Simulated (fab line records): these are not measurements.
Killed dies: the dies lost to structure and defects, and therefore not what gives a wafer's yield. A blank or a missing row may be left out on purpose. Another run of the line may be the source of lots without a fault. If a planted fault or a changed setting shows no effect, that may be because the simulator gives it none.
Which of the tools did it? / flow n5_finfet / 72 wafers sampled from 24 lots at 1 step of a route of 1938

WHAT EACH GAUGE READ, for each wafer
N5_BEOL_M10_INSPECT_58: inspects for defects (darkfield). Usual: raw_defect_count reads 69 (standard deviation 21).
lot=L074; measured=day 10 00:14; on=defect_inspect-02; raw_defect_count=110 77 119; flag=
lot=L076; measured=day 10 12:47; on=defect_inspect-01; raw_defect_count=50 60 47; flag=
lot=L075; measured=day 10 20:26; on=defect_inspect-02; raw_defect_count=61 34 69; flag=
lot=L077; measured=day 11 11:53; on=defect_inspect-01; raw_defect_count=62 85 85; flag=
lot=L078; measured=day 11 22:08; on=defect_inspect-01; raw_defect_count=78 59 60; flag=
lot=L079; measured=day 12 03:34; on=defect_inspect-01; raw_defect_count=64 98 62; flag=
lot=L080; measured=day 12 03:48; on=defect_inspect-02; raw_defect_count=57 75 66; flag=
lot=L083; measured=day 12 22:30; on=defect_inspect-02; raw_defect_count=50 67 65; flag=
lot=L081; measured=day 12 23:49; on=defect_inspect-02; raw_defect_count=74 54 61; flag=
lot=L084; measured=day 13 04:47; on=defect_inspect-02; raw_defect_count=91 122 125; flag=
lot=L082; measured=day 13 14:46; on=defect_inspect-01; raw_defect_count=60 48 64; flag=
lot=L085; measured=day 13 15:14; on=defect_inspect-01; raw_defect_count=50 34 46; flag=
lot=L086; measured=day 14 05:22; on=defect_inspect-01; raw_defect_count=54 55 58; flag=
lot=L087; measured=day 14 09:13; on=defect_inspect-01; raw_defect_count=94 83 38; flag=
lot=L088; measured=day 14 17:58; on=defect_inspect-02; raw_defect_count=76 115 61; flag=
lot=L090; measured=day 14 23:35; on=defect_inspect-01; raw_defect_count=67 50 83; flag=
lot=L089; measured=day 15 01:31; on=defect_inspect-01; raw_defect_count=81 43 59; flag=
lot=L091; measured=day 15 01:54; on=defect_inspect-02; raw_defect_count=73 158 57; flag=
lot=L093; measured=day 15 03:46; on=defect_inspect-02; raw_defect_count=49 62 90; flag=
lot=L096; measured=day 15 09:38; on=defect_inspect-01; raw_defect_count=46 63 62; flag=
lot=L094; measured=day 15 09:58; on=defect_inspect-02; raw_defect_count=48 98 81; flag=
lot=L092; measured=day 15 12:07; on=defect_inspect-01; raw_defect_count=59 100 92; flag=
lot=L095; measured=day 16 08:07; on=defect_inspect-01; raw_defect_count=78 73 75; flag=
lot=L097; measured=day 17 04:07; on=defect_inspect-02; raw_defect_count=67 86 71; flag=

EACH LOT AND THE TOOL THAT RAN IT (in order: tool; ch and the chambers of the sampled wafers; start)
The record shows no process step preceding these readings.

AS READ BY THE TOOLS THEMSELVES (means over the sampled wafers that have a number; for cases with no such wafer, the mark the record gives instead)
The record holds no such reading with a usual standard deviation.

THE ANSWER, worked out from the rows above alone
Rule: a lot is off if the mean of its wafers that have a number lies more than 3 standard deviations from the usual mean. Also off: a lot with no number at a reading for which 4 or more lots have one. Where the step has rows for the other lots, those lots are counted as sound. After the gauges, taken in route order, come the tools' own readings; for these a lot's mean is taken, as printed above. The first step at which some lot is off is used, and at that step the reading that is off furthest; a lot without a number counts as furthest.
No lot is off at any reading shown: from this, nothing can be told.

WHAT THE SIMULATOR HAD INSERTED
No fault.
